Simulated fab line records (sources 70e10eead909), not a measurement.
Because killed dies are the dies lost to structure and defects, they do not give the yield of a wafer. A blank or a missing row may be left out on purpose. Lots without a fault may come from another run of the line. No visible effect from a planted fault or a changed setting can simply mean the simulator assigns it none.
What tool caused it?    flow nandHarc    18 wafers from 6 lots sampled at 6 of the route's 1302 steps

== WHAT THE GAUGES READ, wafer by wafer ==
NHARC_END_SORT_01.
lot   measured      on         killedAtArray
L109  day 25 04:01  prober-01  45 34 43
L119  day 29 22:44  prober-02  62 61 58

== WHAT TOOL EACH LOT RAN ON (gives the tool, then ch and the chambers of the sampled wafers, and finally the start) ==
lot   NHARC_A_CONTACT_ETCH_124            NHARC_A_CONTACT_DESCUM_13          NHARC_A_CONTACT_ETCH_135            NHARC_A_CONTACT_ETCH_137            NHARC_A_CONTACT_ETCH_138
L109  harCapEtch-02 ch 1, day 22 18:32    rieDiel-08 ch 0,2,3, day 23 00:41  harCapEtch-03 ch 0,1, day 23 02:04  harCapEtch-03 ch 0,1, day 23 02:36  harCapEtch-03 ch 0,1, day 23 02:52
L112  harCapEtch-02 ch 0,1, day 25 04:34  rieDiel-02 ch 1,2,3, day 25 10:47  harCapEtch-02 ch 0,1, day 25 12:06  harCapEtch-02 ch 0,1, day 25 12:38  harCapEtch-02 ch 0,1, day 25 12:55
L114  harCapEtch-02 ch 0,1, day 26 02:05  rieDiel-08 ch 0,2,3, day 26 11:53  harCapEtch-01 ch 0,1, day 26 13:16  harCapEtch-01 ch 0,1, day 26 13:49  harCapEtch-01 ch 0,1, day 26 14:05
L119  harCapEtch-02 ch 0,1, day 26 22:37  rieDiel-08 ch 0,1,3, day 27 06:11  harCapEtch-01 ch 0,1, day 27 07:48  harCapEtch-01 ch 0,1, day 27 08:21  harCapEtch-01 ch 0,1, day 27 08:37
L126  harCapEtch-01 ch 0,1, day 30 04:02  rieDiel-08 ch 0,2,3, day 30 10:08  harCapEtch-01 ch 0,1, day 30 11:26  harCapEtch-01 ch 0,1, day 30 11:59  harCapEtch-01 ch 0,1, day 30 12:16
L129  harCapEtch-02 ch 0,1, day 31 15:20  rieDiel-13 ch 1,3, day 31 21:26    harCapEtch-02 ch 0,1, day 32 01:31  harCapEtch-02 ch 0,1, day 32 02:03  harCapEtch-02 ch 0,1, day 32 02:20
- NHARC_A_CONTACT_ETCH_124: etches the open film in C4F8/O2/Ar, time 140 s, target depth 700 nm.
- NHARC_A_CONTACT_DESCUM_13: chemistry O2, time 3 s.
- NHARC_A_CONTACT_ETCH_135: etches the open film in C4F8/O2/Ar, time 311 s, target depth 1912 nm.
- NHARC_A_CONTACT_ETCH_137: etches the open film in C4F8/O2/Ar, time 311 s, target depth 1912 nm.
- NHARC_A_CONTACT_ETCH_138: etches the open film in C4F8/O2/Ar, time 311 s, target depth 1914 nm.

== THE ANSWER, worked out from the rows above alone ==
Rule: the usual values come from the lots themselves. The widest of any qualifying gaps counts: lots, ordered by their means at a reading, are off when they make up no more than a third of the lots, leave a main group of 4 or more, and stand apart from it by 3 or more times the standard deviation of that group's means. Not used: any main group whose means are identical at the precision the tables above print for the reading. A lot without any number at a reading at which 4 lots or more have one is off too. The other lots that the step has rows for count as sound.
No lot is off on any of the readings shown, so nothing can be concluded from this.

== WHAT WAS PUT IN BY THE SIMULATOR ==
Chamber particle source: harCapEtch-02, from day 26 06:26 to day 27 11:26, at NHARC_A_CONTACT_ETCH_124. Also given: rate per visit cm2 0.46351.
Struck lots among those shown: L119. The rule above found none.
